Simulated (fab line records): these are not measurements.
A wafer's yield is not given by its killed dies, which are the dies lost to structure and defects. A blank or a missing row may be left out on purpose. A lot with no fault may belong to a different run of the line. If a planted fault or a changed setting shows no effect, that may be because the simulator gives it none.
Split-lot study || flow n5_finfet || on a route of 1938 steps: 7 lots, 21 wafers read

ON THE SPLIT
At N5_BEOL_M0_SAQP_ETCH_88 (etches underlayer in N2/H2, target depth 6.5 nm, time 5.2 s), the setting source_w was moved away from the recipe's 840 W on 7 of the 21 wafers read, by -14.0% to +14.8%. The other wafers ran this setting at the recipe's value.

The reading comes from the split's own step.

THE READING
rf_vpp_V, in V, at N5_BEOL_M0_SAQP_ETCH_88 (etches underlayer in N2/H2, target depth 6.5 nm, time 5.2 s). Typical for fault-free wafers on this fab line: 523.2 V, with standard deviation 2.8 V.

{"wafer": "L075.1", "tool, chamber at the split": "rie_diel-01, 2", "source_w as run, W": 964.7, "against the recipe": "+14.8%", "rf_vpp_V, V": 502.4, "against lot-mates on the recipe": -19.8}
{"wafer": "L075.3", "tool, chamber at the split": "rie_diel-01, 1", "source_w as run, W": 840, "against the recipe": "recipe", "rf_vpp_V, V": 522.2, "against lot-mates on the recipe": "-"}
{"wafer": "L075.5", "tool, chamber at the split": "rie_diel-01, 1", "source_w as run, W": 964.7, "against the recipe": "+14.8%", "rf_vpp_V, V": 497.3, "against lot-mates on the recipe": -24.9}
{"wafer": "L082.1", "tool, chamber at the split": "rie_diel-06, 1", "source_w as run, W": 840, "against the recipe": "recipe", "rf_vpp_V, V": 522.4, "against lot-mates on the recipe": "-"}
{"wafer": "L082.2", "tool, chamber at the split": "rie_diel-06, 2", "source_w as run, W": 840, "against the recipe": "recipe", "rf_vpp_V, V": 517.0, "against lot-mates on the recipe": "-"}
{"wafer": "L082.6", "tool, chamber at the split": "rie_diel-06, 0", "source_w as run, W": 840, "against the recipe": "recipe", "rf_vpp_V, V": 524.9, "against lot-mates on the recipe": "-"}
{"wafer": "L083.1", "tool, chamber at the split": "rie_diel-06, 1", "source_w as run, W": 840, "against the recipe": "recipe", "rf_vpp_V, V": 523.0, "against lot-mates on the recipe": "-"}
{"wafer": "L083.3", "tool, chamber at the split": "rie_diel-06, 3", "source_w as run, W": 840, "against the recipe": "recipe", "rf_vpp_V, V": 525.8, "against lot-mates on the recipe": "-"}
{"wafer": "L083.4", "tool, chamber at the split": "rie_diel-06, 0", "source_w as run, W": 722.2, "against the recipe": "-14.0%", "rf_vpp_V, V": 550.7, "against lot-mates on the recipe": "+26.3"}
{"wafer": "L087.1", "tool, chamber at the split": "rie_diel-01, 2", "source_w as run, W": 840, "against the recipe": "recipe", "rf_vpp_V, V": 523.9, "against lot-mates on the recipe": "-"}
{"wafer": "L087.2", "tool, chamber at the split": "rie_diel-01, 0", "source_w as run, W": 840, "against the recipe": "recipe", "rf_vpp_V, V": 518.7, "against lot-mates on the recipe": "-"}
{"wafer": "L087.4", "tool, chamber at the split": "rie_diel-01, 1", "source_w as run, W": 840, "against the recipe": "recipe", "rf_vpp_V, V": 523.4, "against lot-mates on the recipe": "-"}
{"wafer": "L093.3", "tool, chamber at the split": "rie_diel-05, 3", "source_w as run, W": 840, "against the recipe": "recipe", "rf_vpp_V, V": 523.8, "against lot-mates on the recipe": "-"}
{"wafer": "L093.5", "tool, chamber at the split": "rie_diel-05, 0", "source_w as run, W": 840, "against the recipe": "recipe", "rf_vpp_V, V": 529.3, "against lot-mates on the recipe": "-"}
{"wafer": "L093.6", "tool, chamber at the split": "rie_diel-05, 3", "source_w as run, W": 734.5, "against the recipe": "-12.6%", "rf_vpp_V, V": 549.5, "against lot-mates on the recipe": "+23.0"}
{"wafer": "L095.2", "tool, chamber at the split": "rie_diel-05, 3", "source_w as run, W": 840, "against the recipe": "recipe", "rf_vpp_V, V": 527.0, "against lot-mates on the recipe": "-"}
{"wafer": "L095.4", "tool, chamber at the split": "rie_diel-05, 0", "source_w as run, W": 961.5, "against the recipe": "+14.5%", "rf_vpp_V, V": 505.7, "against lot-mates on the recipe": -21.3}
{"wafer": "L095.6", "tool, chamber at the split": "rie_diel-05, 2", "source_w as run, W": 961.5, "against the recipe": "+14.5%", "rf_vpp_V, V": 495.1, "against lot-mates on the recipe": -31.9}
{"wafer": "L096.1", "tool, chamber at the split": "rie_diel-06, 3", "source_w as run, W": 840, "against the recipe": "recipe", "rf_vpp_V, V": 522.0, "against lot-mates on the recipe": "-"}
{"wafer": "L096.3", "tool, chamber at the split": "rie_diel-06, 1", "source_w as run, W": 840, "against the recipe": "recipe", "rf_vpp_V, V": 521.5, "against lot-mates on the recipe": "-"}
{"wafer": "L096.6", "tool, chamber at the split": "rie_diel-06, 3", "source_w as run, W": 901.6, "against the recipe": "+7.3%", "rf_vpp_V, V": 511.1, "against lot-mates on the recipe": -10.6}

FIT RESULTS
A straight line over all 21 wafers: rf_vpp_V changes by -1.73 V for each +1% of source_w; r = -0.97; the points scatter about the line by 3.5 V.
The same after taking each lot's own level away (the mean of its wafers on the recipe; 21 wafers): -1.72 V for each +1%; r = -0.98; scatter 3 V.
According to that fit, moving source_w by its largest amount changes the reading by 26 V.
Measured against the standard deviation above, the lots' own levels, which go from 521.43 to 527.00 V, span 2.0 times it.
The two slopes agree, so the slope changes little with the lot-to-lot level.
Check: -26.4 V against its lot-mates is what the line predicts for one of the wafers moved furthest among these (+14.8%) when that wafer is left out of the fit. It came out at -19.8 V against them.
Tool readings at the split's step, against how far the setting was moved: rf_vpp_V r = -0.97.

THE OTHER SPLITS THESE WAFERS WENT THROUGH
Other splits were also applied to these wafers ahead of the reading. Each is held against what the fit with the lots' levels taken away leaves over:
{"other split on the same wafers": "N5_GATE_CUT_DESCUM_18 time_s", "wafers away from the commonest value": 7, "r with rf_vpp_V (lot level and that fit taken away)": "+0.34"}
{"other split on the same wafers": "N5_MOL_CONTACT_COAG_PECVD_31 temp_c", "wafers away from the commonest value": 7, "r with rf_vpp_V (lot level and that fit taken away)": -0.37}
{"other split on the same wafers": "N5_MOL_CONTACT_COAG_EXPOSE_81 dose_mj", "wafers away from the commonest value": 2, "r with rf_vpp_V (lot level and that fit taken away)": "+0.04"}
{"other split on the same wafers": "N5_BEOL_M0_SAQP_COAT_08 spin_rpm", "wafers away from the commonest value": 8, "r with rf_vpp_V (lot level and that fit taken away)": -0.01}
{"other split on the same wafers": "N5_BEOL_M0_SAQP_DEVELOP_13 develop_time_s", "wafers away from the commonest value": 6, "r with rf_vpp_V (lot level and that fit taken away)": "+0.18"}
{"other split on the same wafers": "N5_BEOL_M0_SAQP_COAT_87 spin_rpm", "wafers away from the commonest value": 6, "r with rf_vpp_V (lot level and that fit taken away)": "+0.16"}

THE FILE'S OWN FIT
rf_vpp_V changes by -1.73 V for each +1% of source_w, r = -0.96.
